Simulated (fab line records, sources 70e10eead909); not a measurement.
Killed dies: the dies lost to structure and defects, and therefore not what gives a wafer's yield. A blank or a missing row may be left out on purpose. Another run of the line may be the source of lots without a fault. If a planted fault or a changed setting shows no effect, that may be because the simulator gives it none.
fab line records	flow nand-harc
[record] lots = 4	wafers = 12	last-day = 24
route steps=1159 shown A_CONTACT@899 A_M0@1007 END@1159
lots that met no fault: taken from a fault-free run of the same line
start-h: hours from the record's opening day to when the first of the lot's shown wafers began	wait-h: time in hours since the lot's previous step	" same as the row above	L1.1+2: a single row standing in for several wafers	- either no value or no given start	* or withheld: withheld	< > ~ a bound
route shown NAME@n: a module of which the file shows steps, and the number in the route of the first	usual: average and standard deviation across the fault-free wafers	same: alike in all rows	chamber/n: place in a boat	sites: per-site readings	_std_site: how widely they spread, as a standard deviation	_edge_site: outer sites' mean less inner sites'	radius-mm: how far each site lies from the wafer's centre	mask NAME#n: copy n	behind: the last tool/chamber to shape the wafer	hold: the reason the lot was held/the length of the hold in hours/how it ended	device: the transistor (n, p or np) that didn't switch	end of line: tests run on the same wafers once the route is complete	a step with no rows: only its recipe	killed: not the wafer's yield, but the dies lost to structure and defects at the first sort	map: a wafer's dies, x killed, . not, _ none there
set.NAME: the run value of the setting; set.NAME@STEP: its run value at that earlier step	model.NAME: the simulator's own value behind a step, which no gauge read
lots at selected steps of the route; one table per step, one row per wafer
services: from which hour (start-h, from the record's first day; less than 0 if before it) a tool's chamber was out of use, for how many hours, and why
[[steps]]
[step NHARC_A_CONTACT_DESCUM_74]
[recipe] time-s = 3	o2-flow-sccm = 200	ar-flow-sccm = 0	bias-power-w = 0	chemistry = O2
[step NHARC_A_CONTACT_ETCH_75]
[recipe] target-depth-a = 390	over-etch-frac = 0.3	time-s = 65	ion-energy-ev = 80	cf4-flow-sccm = 150	ar-flow-sccm = 0	rf-w = 300	bias-w = 100	chemistry = CF4
[step NHARC_A_CONTACT_ETCH_76]
[recipe] target-depth-a = 2600	over-etch-frac = 0.3	time-s = 475.3	ion-energy-ev = 200	n2-flow-sccm = 150	h2-flow-sccm = 150	ar-flow-sccm = 0	rf-w = 400	bias-w = 150	chemistry = N2/H2
[step NHARC_A_CONTACT_ETCH_77]
[recipe] target-depth-a = 726	time-s = 36.3	cf4-flow-sccm = 100	chf3-flow-sccm = 30	ar-flow-sccm = 0	rf-w = 500	bias-w = 200	chemistry = CF4/CHF3
[step NHARC_A_CONTACT_ETCH_78]
[recipe] target-depth-a = 28000	over-etch-frac = 0.3	time-s = 728	ion-energy-ev = 150	o2-flow-sccm = 400	cos-flow-sccm = 20	ar-flow-sccm = 0	rf-w = 500	bias-w = 300	chemistry = O2/COS
[step NHARC_A_CONTACT_ETCH_124]
[recipe] source-w = withheld	pressure-mtorr = 20	bias-v = withheld	time-s = 140	target-depth-a = 7000	ar-flow-sccm = withheld	c4f8-flow-sccm = withheld	o2-flow-sccm = withheld	chemistry = C4F8/O2/Ar
[step NHARC_A_CONTACT_ETCH_125]
[recipe] source-w = withheld	pressure-mtorr = 20	bias-v = 1200	time-s = 155	target-depth-a = 9560	ar-flow-sccm = withheld	c4f8-flow-sccm = withheld	o2-flow-sccm = withheld	chemistry = C4F8/O2/Ar
[step NHARC_A_CONTACT_ETCH_126]
[recipe] source-w = withheld	pressure-mtorr = 20	bias-v = 1200	time-s = 155	target-depth-a = 9560	ar-flow-sccm = withheld	c4f8-flow-sccm = withheld	o2-flow-sccm = withheld	chemistry = C4F8/O2/Ar
[step NHARC_A_CONTACT_ETCH_127]
[recipe] source-w = withheld	pressure-mtorr = 20	bias-v = 1200	time-s = 155	target-depth-a = 9560	ar-flow-sccm = withheld	c4f8-flow-sccm = withheld	o2-flow-sccm = withheld	chemistry = C4F8/O2/Ar
[step NHARC_A_CONTACT_ETCH_128]
[recipe] source-w = withheld	pressure-mtorr = 20	bias-v = 1200	time-s = 155	target-depth-a = 9560	ar-flow-sccm = withheld	c4f8-flow-sccm = withheld	o2-flow-sccm = withheld	chemistry = C4F8/O2/Ar
[step NHARC_A_CONTACT_ETCH_129]
[recipe] source-w = withheld	pressure-mtorr = 20	bias-v = 1200	time-s = 155	target-depth-a = 9560	ar-flow-sccm = withheld	c4f8-flow-sccm = withheld	o2-flow-sccm = withheld	chemistry = C4F8/O2/Ar
[step NHARC_A_CONTACT_ETCH_130]
[recipe] source-w = withheld	pressure-mtorr = 20	bias-v = 1200	time-s = 155	target-depth-a = 9560	ar-flow-sccm = withheld	c4f8-flow-sccm = withheld	o2-flow-sccm = withheld	chemistry = C4F8/O2/Ar
[usual] chamber-pressure-mTorr = 20.002/0.018
lot.wafer	tool	chamber	start-h	wait-h	chamber-pressure-mTorr	rf-hours-counter-h
L702.3	har-cap-etch-02	0	427.29	0.1	20.010	-
L702.6	"	1	"	"	20.019	-
L702.5	"	0	"	"	19.955	-
L704.2	har-cap-etch-02	0	437.71	0.1	19.992	20
L704.1	"	1	"	"	20.010	20
L704.6	"	1	"	"	19.959	-
L705.2	har-cap-etch-02	0	459.85	0.1	19.980	24
L705.1	"	1	"	"	19.974	24
L705.6	"	1	"	"	19.984	-
L714.1	har-cap-etch-01	1	514.46	0.1	19.995	85
L714.3	"	1	"	"	20.015	-
L714.5	"	0	"	"	19.967	-
[step NHARC_A_CONTACT_ETCH_131]
[recipe] source-w = withheld	pressure-mtorr = 20	bias-v = 1200	time-s = 155	target-depth-a = 9560	ar-flow-sccm = withheld	c4f8-flow-sccm = withheld	o2-flow-sccm = withheld	chemistry = C4F8/O2/Ar
[step NHARC_A_CONTACT_ETCH_132]
[recipe] source-w = withheld	pressure-mtorr = 20	bias-v = 1200	time-s = 156	target-depth-a = 9580	ar-flow-sccm = withheld	c4f8-flow-sccm = withheld	o2-flow-sccm = withheld	chemistry = C4F8/O2/Ar
[step NHARC_A_CONTACT_ETCH_133]
[recipe] source-w = withheld	pressure-mtorr = 20	bias-v = 400	time-s = 195	target-depth-a = 8400	ar-flow-sccm = withheld	c4f8-flow-sccm = 11.5	o2-flow-sccm = 7.2	chemistry = C4F8/O2/Ar
[step NHARC_A_CONTACT_ETCH_91]
[recipe] target-depth-a = 400	over-etch-frac = 0.5	time-s = 85.7	ion-energy-ev = 120	ch3f-flow-sccm = 50	o2-flow-sccm = 30	ar-flow-sccm = 200	rf-w = 500	bias-w = 100	chemistry = CH3F/O2
[step NHARC_A_CONTACT_ETCH_97]
[recipe] target-depth-a = 200	over-etch-frac = 0.5	time-s = 10	ion-energy-ev = 250	c4f6-flow-sccm = 25	o2-flow-sccm = 20	ar-flow-sccm = 500	rf-w = 600	bias-w = 500	chemistry = C4F6/O2
[step NHARC_A_CONTACT_STRIP_103]
[recipe] n2-flow-sccm = 150	h2-flow-sccm = 150	ar-flow-sccm = 0	bias-w = 0	chemistry = N2/H2
[step NHARC_A_CONTACT_STRIP_104]
[recipe] cf4-flow-sccm = 100	chf3-flow-sccm = 30	ar-flow-sccm = 0	bias-w = 0	chemistry = CF4/CHF3
[step NHARC_A_CONTACT_STRIP_105]
[recipe] o2-flow-sccm = 400	cos-flow-sccm = 20	ar-flow-sccm = 0	bias-w = 0	chemistry = O2/COS
[step NHARC_A_CONTACT_ETCH_106]
[recipe] target-depth-a = 600	overetch-a = 60	time-s = 33	ion-energy-ev = 100	cf4-flow-sccm = 80	o2-flow-sccm = 20	ar-flow-sccm = 0	rf-w = 300	bias-w = 100	chemistry = CF4/O2
[step NHARC_A_CONTACT_STRIP_82]
[recipe] o2-flow-sccm = 500	ar-flow-sccm = 0	bias-w = 0	chemistry = O2
[step NHARC_A_CONTACT_STRIP_83]
[recipe] time-s = 600	temp-c = 30	chemistry = post-etch-residue-remover
[step NHARC_A_CONTACT_DEP_84]
[recipe] target-thk-a = 20000	temp-c = 400	material = aC
[step NHARC_A_CONTACT_DEP_85]
[recipe] target-thk-a = 500	target-thk-nm = 50	temp-c = 400	pressure-torr = 3.5	flow-sccm = 200	rf-w = 350	material = SiON
[step NHARC_A_CONTACT_DEHYDRATE_00]
[recipe] temp-c = 150	time-s = 120
[step NHARC_A_CONTACT_HMDS_01]
[recipe] time-s = 30
[step NHARC_A_CONTACT_COAT_86]
[recipe] temp-c = 260	time-s = 75
[step NHARC_A_CONTACT_COAT_87]
[recipe] temp-c = 225	time-s = 65
[step NHARC_A_CONTACT_COAT_02]
[recipe] spin-rpm = 1500	resist-thk-nm = 90
[step NHARC_A_CONTACT_SOFTBAKE_03]
[recipe] temp-c = 105	time-s = 55
[step NHARC_A_CONTACT_EBR_04]
[step NHARC_A_CONTACT_EXPOSE_05]
[recipe] na = 1.35	sigma-outer = 0.8	dose-mj = 84.24	mask-id = A_CC
[step NHARC_A_CONTACT_PEB_06]
[recipe] peb-temp-c = 100	peb-time-s = 65
[step NHARC_A_CONTACT_DEVELOP_07]
[recipe] develop-time-s = 35	dev-temp-c = 23
[step NHARC_A_CONTACT_DESCUM_13]
[recipe] time-s = 3	o2-flow-sccm = 200	ar-flow-sccm = 0	bias-power-w = 0	chemistry = O2
[usual] chamber-pressure-mTorr = 60.00/0.059	drypump-motor-current-A = 5.7/0.45	oes-product-au = 1.000/0.012	rf-vpp-V = 57.7/0.88	showerhead-plenum-p-Torr = 1.86/0.08	throttle-valve-pct = 11.313/0.0082
lot.wafer	tool	chamber	start-h	wait-h	hold	chamber-pressure-mTorr	drypump-motor-current-A	oes-product-au	rf-hours-counter-h	rf-vpp-V	showerhead-plenum-p-Torr	throttle-valve-pct
L702.3	rie-diel-05	0	432.00	0.1	-	60.06	5.9	1.001	19	57.3	1.78	11.306
L702.6	"	2	"	"	-	60.07	6.7	0.983	-	56.1	1.81	11.294
L702.5	"	3	"	"	-	59.99	5.7	0.981	-	58.8	1.99	11.318
L704.2	rie-diel-05	1	446.79	4.2	await-dispo/4.0h/release	59.95	5.2	1.002	20	56.6	1.79	11.321
L704.1	"	0	"	"	await-dispo/4.0h/release	60.01	5.9	1.000	21	55.8	1.78	11.308
L704.6	"	2	"	"	await-dispo/4.0h/release	60.08	6.7	0.983	-	57.6	1.81	11.310
L705.1	rie-diel-02	3	465.18	0.9	await-dispo/0.8h/release	60.02	5.9	1.024	46	58.6	1.94	11.316
L705.2	"	0	"	"	await-dispo/0.8h/release	60.09	6.4	1.022	49	57.8	1.77	11.317
L705.6	"	3	"	"	await-dispo/0.8h/release	60.02	5.9	1.012	-	55.4	1.94	11.313
L714.3	rie-diel-13	1	523.30	0.1	-	59.90	5.6	1.017	23	57.3	1.90	11.323
L714.1	"	2	"	"	-	60.02	5.6	0.991	25	56.8	1.81	11.304
L714.5	"	0	"	"	-	59.93	5.1	1.011	-	56.3	1.80	11.315
[step NHARC_A_CONTACT_ETCH_88]
[recipe] target-depth-a = 390	over-etch-frac = 0.3	time-s = 65	ion-energy-ev = 80	cf4-flow-sccm = 150	ar-flow-sccm = 0	rf-w = 300	bias-w = 100	chemistry = CF4
[step NHARC_A_M0_DESCUM_14]
[recipe] time-s = 3	o2-flow-sccm = 200	ar-flow-sccm = 0	bias-power-w = 0	chemistry = O2
[usual] chamber-pressure-mTorr = 59.99/0.058	drypump-motor-current-A = 5.67/0.3	oes-product-au = 1.001/0.0089	rf-vpp-V = 57.8/0.99	showerhead-plenum-p-Torr = 1.90/0.082	throttle-valve-pct = 11.313/0.0097
lot.wafer	tool	chamber	start-h	wait-h	chamber-pressure-mTorr	drypump-motor-current-A	oes-product-au	rf-hours-counter-h	rf-vpp-V	showerhead-plenum-p-Torr	throttle-valve-pct	model.A_M0.cd-nm
L702.3	rie-diel-10	1	450.26	0.1	59.93	5.37	0.998	5.8	59.7	2.05	11.301	80.21
L702.5	"	0	"	"	60.07	5.23	1.001	-	55.8	2.04	11.313	80.28
L702.6	"	1	"	"	59.96	5.36	0.993	-	58.2	2.05	11.322	79.48
L704.2	rie-diel-04	0	474.93	2.4	60.03	5.73	0.998	9.9	57.0	1.86	11.308	79.8
L704.1	"	2	"	"	60.00	5.56	1.000	10.0	58.3	1.85	11.298	79.45
L704.6	"	0	"	"	60.11	5.74	1.000	-	57.8	1.86	11.319	79.64
L705.2	rie-diel-10	1	496.25	0.1	59.94	5.36	1.011	7.4	57.4	2.05	11.317	80.43
L705.1	"	0	"	"	60.01	5.27	1.013	9.6	57.8	2.04	11.320	81.18
L705.6	"	1	"	"	59.96	5.36	1.000	-	59.2	2.05	11.302	80.96
L714.1	rie-diel-04	0	540.80	0.1	60.03	5.73	1.004	2.3	58.9	1.86	11.300	79.39
L714.3	"	1	"	"	60.06	6.25	1.014	4.4	57.4	1.92	11.315	80.04
L714.5	"	3	"	"	60.06	5.38	0.995	-	58.2	1.80	11.305	79.37
[step NHARC_END_SORT_01]
[recipe] temp-c = 25
[usual] killed-at-array = 27/11	killed-at-other = 0.6/0.89	killed-at-periphery = 3.0/2.4	killed-dies = 31/12	killed-open = 3.2/1.6	killed-short = 2.0/1.5
[same] gross-dies = 677
lot.wafer	tool	chamber	start-h	wait-h	killed-at-array	killed-at-other	killed-at-periphery	killed-dies	killed-open	killed-short
L704.1	prober-01	0	518.30	2.5	112	0	2	114	1	3
L704.2	prober-01	0	519.10	2.8	106	0	5	111	4	1
L704.6	prober-01	0	522.34	4.0	104	1	1	106	1	2
L705.1	prober-02	0	539.53	2.5	100	0	2	102	8	1
L705.2	prober-02	0	540.33	2.8	88	1	2	91	3	2
L705.6	prober-02	0	543.50	4.0	95	0	2	97	3	0
// killed by level:class
L704.1 A_CONTACT:unspecified=84 A_CHANNEL_HOLE_D1:chamber-film-flake=14 A_SGD_CUT:chamber-film-flake=5 A_STAIRCASE:chamber-film-flake=4 A_ONON_D1:geometric-particle:short=1 A_CHANNEL_FILL_D1:geometric-particle:short=1 A_WL_FILL:geometric-particle:short=1 A_CONTACT:geometric-particle:open=1
L704.2 A_CONTACT:unspecified=74 A_CHANNEL_HOLE_D1:chamber-film-flake=18 A_SGD_CUT:chamber-film-flake=9 P_GATE:geometric-particle:open=2 A_SGD_CUT:geometric-particle:short=1 A_WL_FILL:geometric-particle:open=1 A_CONTACT:geometric-particle:open=1 P_STI:chamber-film-flake=1
L704.6 A_CONTACT:unspecified=82 A_CHANNEL_HOLE_D1:chamber-film-flake=15 A_SGD_CUT:chamber-film-flake=2 A_CHANNEL_FILL_D1:geometric-particle:open=1 A_CHANNEL_FILL_D1:geometric-particle:short=1 A_WL_FILL:geometric-particle:short=1 P_STI:chamber-film-flake=1 A_CHANNEL_FILL_D1:chamber-film-flake=1
L705.1 A_CONTACT:unspecified=85 A_CHANNEL_HOLE_D1:chamber-film-flake=4 A_CHANNEL_FILL_D1:geometric-particle:open=2 A_CONTACT:geometric-particle:open=2 A_CONTACT:chamber-film-flake=2 P_M0:geometric-particle:short=1 A_CHANNEL_HOLE_D1:geometric-particle:open=1 A_WL_FILL:geometric-particle:open=1
L705.2 A_CONTACT:unspecified=81 P_STI:chamber-film-flake=2 A_CHANNEL_HOLE_D1:chamber-film-flake=2 A_CHANNEL_HOLE_D1:geometric-particle:open=1 A_CHANNEL_FILL_D1:geometric-particle:open=1 A_CHANNEL_FILL_D1:geometric-particle:short=1 A_M1:geometric-particle:open=1 STARTING-WAFER:geometric-particle:short=1
L705.6 A_CONTACT:unspecified=82 A_CHANNEL_HOLE_D1:chamber-film-flake=6 A_STAIRCASE:chamber-film-flake=3 P_M0:geometric-particle:open=2 A_M0:geometric-particle:open=1 A_SLIT:chamber-film-flake=1 A_WL_FILL:chamber-film-flake=1 A_CONTACT:chamber-film-flake=1
// map L704.1 (x killed, . not)
____________.____________
_________......._________
_______..........._______
______.............______
_____..............._____
____......x..........____
____...............x.____
___...................___
___...................___
__.....................__
__.....................__
_......................._
_......................._
_x........x............._
_......................._
_......................._
.........................
..........x..............
.........................
..........x..............
...........xxx...........
_........x.x..xx........_
_.......xxxxxxxx........_
_........xxxxxxx........_
_..x.....xxxxxxx........_
_..x.....xxxxxxxx......._
__.....xxxxxxxxxx......__
__.xx....xxxxxxx.......__
___xxxx.xxxxxxxx......___
___.xxx.xxxxxxx.xx....___
____xxx...xxxxx...x..____
____xx...xxxxxx......____
_____x....x.x.x....._____
______......xx.xx..______
_______.......x..._______
_________......._________
____________.____________
// map L705.1 (x killed, . not)
____________.____________
_________......._________
_______.x........._______
______.............______
_____..............._____
____.................____
____.................____
___...................___
___...................___
__.....................__
__.....................__
_.x........x............_
_.........x..........x.._
_....................x.._
_......................._
_..................x...._
.........................
.........................
...........x..x..........
............x............
............x.......x....
_.........xxxx.........._
_........xxxxx.xx......._
_.........xxxxx........._
_........xxxxxxxxx......_
_.......xxxxxxxxx......._
__.......xxxxxx.x......__
__......xxxxxxxx.x.....__
___.....xxxxxxxx.x....___
___......xxxxxxx..x...___
____....xxxxxxxxx..xx____
____....x..xxx...x...____
_____......x.x......_____
______.....x.x.....______
_______...x..x...._______
_________.x....._________
____________.____________
[[services]]
tool	chamber	start-h	hours	kind
rie-diel-13	1	404.80	1.4	repair
rie-diel-10	0	411.51	-	clean
rie-diel-10	1	411.51	-	clean
rie-diel-10	2	411.51	-	clean
rie-diel-10	3	411.51	-	clean
rie-diel-04	0	420.43	-	clean
rie-diel-04	1	420.43	-	clean
rie-diel-04	2	420.43	-	clean
rie-diel-04	3	420.43	-	clean
rie-diel-05	0	423.22	-	clean
rie-diel-05	1	423.22	-	clean
rie-diel-04	2	431.69	6.0	repair
rie-diel-13	-	453.05	9.0	pm
rie-diel-04	-	465.93	9.0	pm
rie-diel-10	-	476.85	1.0	repair
rie-diel-04	0	491.07	6.6	repair
rie-diel-10	3	492.50	2.7	repair
rie-diel-04	3	500.63	7.6	repair
rie-diel-02	-	504.89	9.0	pm
rie-diel-04	0	513.01	22.5	repair
rie-diel-05	-	517.60	9.0	pm
rie-diel-02	3	518.70	3.7	repair
har-cap-etch-01	-	518.88	7.5	repair
rie-diel-10	-	530.54	9.0	pm
[[key]]
[first-sign] step = NHARC_END_SORT_01	reading = killed-at-array	direction = up	sigmas = 6.7	usual = 27	struck = 101
[effect] step = NHARC_END_SORT_01	reading = killed-dies	direction = up	sigmas = 6.3	usual = 31	struck = 104
[model-effect] step = NHARC_A_M0_DESCUM_14	value = A_M0.cd-nm	without = 80	struck = 80.25
[more-kills-born-at] NHARC_A_CONTACT_ETCH_130@har-cap-etch-02 = 488
met-at NHARC_A_CONTACT_ETCH_130
struck-wafers L704.1,L704.2,L704.6,L705.1,L705.2,L705.6
tester-left-out L704,L705
onset-between 427.29 437.71
[fault] kind = chamber-particle-source	tool = har-cap-etch-02	chamber = -	onset-h = 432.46	steps = NHARC_A_CONTACT_ETCH_130	rate-per-visit-cm2 = 0.69192	end-h = 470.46
// tester-left-out: of these lots the tester's yield and bins aren't shown, on N5 and GAA mostly nor the transistor test; their killed dies are dies lost to structure and defects alone, not to doping, threshold or leakage, so they don't give the yield
